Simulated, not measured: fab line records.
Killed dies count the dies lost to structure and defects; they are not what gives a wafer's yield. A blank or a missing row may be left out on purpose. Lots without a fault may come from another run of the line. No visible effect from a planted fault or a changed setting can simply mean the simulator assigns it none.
Chamber matching ; flow n5Finfet ; N5_BEOL_M6_DEP_56 on pecvd-01: 3 sister chambers
The step deposits SiCN from 3MS/NH3, target thk 10 nm, time 17.5 s. 14 wafers are shown with their chamber, then 7 later ones without.

EACH WAFER AND ITS CHAMBER
wafer;chamber;throttleValvePct (%);showerheadPlenumPTorr (Torr)
L076.4;1;9.1;3.674
L076.5;2;8.5;3.674
L076.6;0;9.7;3.667
L078.4;1;9.0;3.678
L078.5;2;8.3;3.662
L078.6;0;9.6;3.653
L084.4;1;9.1;3.687
L084.5;2;8.4;3.659
L084.6;1;9.1;3.678
L086.3;2;8.5;3.680
L086.5;0;10.0;3.664
L086.6;2;8.7;3.665
L087.2;2;8.3;3.670
L087.4;0;9.8;3.654

SIGNATURES (means of the wafers above)
reading;chamber 0;chamber 1;chamber 2;scatter within a chamber
throttleValvePct;9.775;9.075;8.450;0.138
showerheadPlenumPTorr;3.65950;3.67925;3.66833;0.00707
Rule: distance of a wafer from a chamber = root of the sum over the readings of ((wafer's reading minus chamber's mean) / reading's scatter) squared. If the next closest chamber is less than 2 further off than the closest, the wafer can't be placed; otherwise it belongs to the closest. The scatter: the root of (the sum of the squares of (reading less its chamber's mean) over the shown wafers, divided by (wafers less chambers)).

WAFERS MISSING THEIR CHAMBER
wafer;throttleValvePct (%);showerheadPlenumPTorr (Torr)
L087.6;8.2;3.659
L088.2;9.9;3.666
L088.5;8.5;3.660
L088.6;9.1;3.683
L095.4;10.1;3.654
L095.5;9.1;3.678
L095.6;8.6;3.670

WHICH CHAMBER EACH ONE RAN IN
wafer;from the rows above;in truth
L087.6;2;2
L088.2;0;0
L088.5;2;2
L088.6;1;1
L095.4;0;0
L095.5;1;1
L095.6;2;2
Correct placement for 7 of the 7. Left unplaced by these rows: 0. 0 placed wrongly.
